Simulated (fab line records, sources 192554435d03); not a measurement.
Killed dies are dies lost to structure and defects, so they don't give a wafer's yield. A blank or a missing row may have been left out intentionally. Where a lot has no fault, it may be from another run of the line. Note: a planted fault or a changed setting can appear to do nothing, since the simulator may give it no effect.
Chamber matching + flow n5Finfet + rieDiel-05 running N5_MOL_CONTACT_COAG_DESCUM_45: 4 sister chambers
The step chemistry O2, time 7 s. 14 wafers are shown with their chamber, then 7 later ones without.

## EACH WAFER AND ITS CHAMBER
| wafer  | chamber | drypumpMotorCurrentA (A) | throttleValvePct (%) | showerheadPlenumPTorr (Torr) |
|--------|---------|--------------------------|----------------------|------------------------------|
| L076.1 | 1       | 5.2                      | 20.12                | 2.06                         |
| L076.5 | 2       | 5.8                      | 20.03                | 2.13                         |
| L076.6 | 1       | 5.2                      | 20.12                | 2.06                         |
| L078.1 | 3       | 5.3                      | 20.20                | 2.09                         |
| L078.2 | 1       | 5.1                      | 20.13                | 2.06                         |
| L078.4 | 0       | 6.4                      | 20.81                | 1.97                         |
| L082.4 | 2       | 5.8                      | 20.06                | 2.12                         |
| L082.5 | 2       | 5.8                      | 20.06                | 2.12                         |
| L082.6 | 3       | 5.3                      | 20.19                | 2.09                         |
| L087.1 | 0       | 6.4                      | 20.83                | 1.97                         |
| L087.2 | 3       | 5.3                      | 20.21                | 2.08                         |
| L087.3 | 1       | 5.2                      | 20.14                | 2.06                         |
| L086.3 | 1       | 5.1                      | 20.15                | 2.06                         |
| L086.4 | 3       | 5.3                      | 20.21                | 2.08                         |

SIGNATURES (means of the wafers above)
| reading               | chamber 0 | chamber 1 | chamber 2 | chamber 3 | scatter within a chamber |
|-----------------------|-----------|-----------|-----------|-----------|--------------------------|
| drypumpMotorCurrentA  | 6.400     | 5.160     | 5.800     | 5.300     | 0.0346                   |
| throttleValvePct      | 20.8200   | 20.1320   | 20.0500   | 20.2025   | 0.0132                   |
| showerheadPlenumPTorr | 1.9700    | 2.0600    | 2.1233    | 2.0850    | 0.00408                  |
Rule: distance of a wafer from a chamber = root of the sum over the readings of ((wafer's reading minus chamber's mean) / reading's scatter) squared. If the next closest chamber is less than 2 further off than the closest, the wafer can't be placed; otherwise it belongs to the closest. The scatter: take each reading less its chamber's mean, square it, sum over the shown wafers, divide by the number of wafers less the number of chambers, and take the root.

## WAFERS WITHOUT THEIR CHAMBER
| wafer  | drypumpMotorCurrentA (A) | throttleValvePct (%) | showerheadPlenumPTorr (Torr) |
|--------|--------------------------|----------------------|------------------------------|
| L086.5 | 6.4                      | 20.82                | 1.97                         |
| L093.1 | 5.8                      | 20.11                | 2.11                         |
| L093.3 | 5.3                      | 20.24                | 2.08                         |
| L093.4 | 5.3                      | 20.23                | 2.08                         |
| L095.1 | 5.3                      | 20.24                | 2.08                         |
| L095.4 | 5.1                      | 20.18                | 2.05                         |
| L095.6 | 5.8                      | 20.13                | 2.11                         |

## WHICH CHAMBER EACH ONE RAN IN
| wafer  | from the rows above | in truth |
|--------|---------------------|----------|
| L086.5 | 0                   | 0        |
| L093.1 | 2                   | 2        |
| L093.3 | 3                   | 3        |
| L093.4 | 3                   | 3        |
| L095.1 | 3                   | 3        |
| L095.4 | 1                   | 1        |
| L095.6 | 2                   | 2        |
7 of 7 placed correctly. Number that these rows cannot place: 0. 0 placed wrongly.
